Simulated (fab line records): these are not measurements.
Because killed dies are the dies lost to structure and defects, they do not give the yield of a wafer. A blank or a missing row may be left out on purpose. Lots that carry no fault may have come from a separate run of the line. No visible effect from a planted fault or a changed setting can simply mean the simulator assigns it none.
8D (eight disciplines) problem report, filled in by code :: flow n5 finfet :: the parts of the form that need people (team, actions taken, sign-off) are left out

1. WHAT IS WRONG
Mean of etch rf on time s at N5_BEOL_M5_ETCH_67: 15.9 s across 2 wafers in 2 lots; on wafers with no fault it is 25.9 s (standard deviation 0.44). Relative to the usual mean, that is a shift of -23 standard deviations.
The step: etches SiARC in CF4, target depth 15.6 nm, time 26 s.
First observed at day 11 15:44: wafer L298.3, on rie diel-06. The record has a number at this step for 30 wafers belonging to 10 lots. Rule for "out" (also "out of limits"): further than 4 standard deviations from the usual mean. The other wafers with a number count as sound.

2. WHAT THIS IS AND IS NOT
question: which readings at this step
is: etch rf on time s
is not: drypump motor current A, rf vpp V, showerhead plenum p Torr, throttle valve pct

question: which lots
is: L298, L299
is not: L289, L291, L293, L295, L296, L297, L310, L312

question: which wafers of those lots
is: L298.3, L299.4
is not: L298.1, L298.5, L299.2, L299.6

question: read on which tools
is: rie diel-06
is not: rie diel-01, rie diel-04

question: when
is: from day 11 15:44
is not: up to then (20 sound wafers); but 8 sound wafers of L299, L310, L312 came after

3. WHAT RULES OUT EACH SUSPECT
Counting: if a tool at a process step up to the reading ran every lot that is out, it stays a suspect. Sound lots after the first of them don't rule it out here, since some wafers of a struck lot are sound.
- rie metal-02 at N5_BEOL_M5_HM_OPEN_17 (chemistry Cl2/BCl3, target TiN, target depth 20 nm, overetch 6 nm): kept. It ran every lot that is out, first L298 (day 11 13:49).
- rie diel-06 at N5_BEOL_M5_DESCUM_33 (chemistry O2, time 7 s): kept. Ran every lot that is out, first one L298 (day 11 15:41); last sound lot up to then L296 (day 10 23:17).
- rie diel-06 at N5_BEOL_M5_ETCH_67 (etches SiARC in CF4, target depth 15.6 nm, time 26 s): kept. Ran every lot that is out, first one L298 (day 11 15:44); last sound lot up to then L296 (day 10 23:20). Its own readings are out on those wafers: etch rf on time s.
- Within rie metal-02 at N5_BEOL_M5_HM_OPEN_17: the wafers that are out ran in chamber 1; their sound lot-mates ran in chamber 0.
Left after counting: rie metal-02 at N5_BEOL_M5_HM_OPEN_17, rie diel-06 at N5_BEOL_M5_DESCUM_33, rie diel-06 at N5_BEOL_M5_ETCH_67.

4. THE CAUSE (what the simulator had put in)
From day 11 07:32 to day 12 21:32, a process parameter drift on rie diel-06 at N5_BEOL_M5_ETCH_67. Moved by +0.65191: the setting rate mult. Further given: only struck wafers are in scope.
Counting left 3 suspects, and this tool is among them.

5. THE EFFECT CHAIN, in route order
Rows list readings where the struck wafers' mean (over those with a number) sits beyond 3 standard deviations from the usual. Readings are gone through only where the record gives a usual standard deviation; hours: the median, over the lots, of the time from a lot's start at the first step in this table giving one to that lot's start at this step; sigmas: the change measured in usual standard deviations.
hours: 0
step: N5_BEOL_M5_ETCH_67
reading: etch rf on time s
usual: 25.9 s
on struck wafers: 15.9
change: -10.0
sigmas: -23

hours: 0
step: N5_BEOL_M5_ETCH_67
reading: oes product au
usual: 0.68 a.u.
on struck wafers: 0.92
change: +0.24
sigmas: +3.9
Its process steps:
- N5_BEOL_M5_ETCH_67: etches SiARC in CF4, target depth 15.6 nm, time 26 s.

6. WHAT WOULD HAVE CAUGHT IT SOONER
In this record the first reading out of limits was taken at day 11 15:44, 8 hours after the fault began at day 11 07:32.
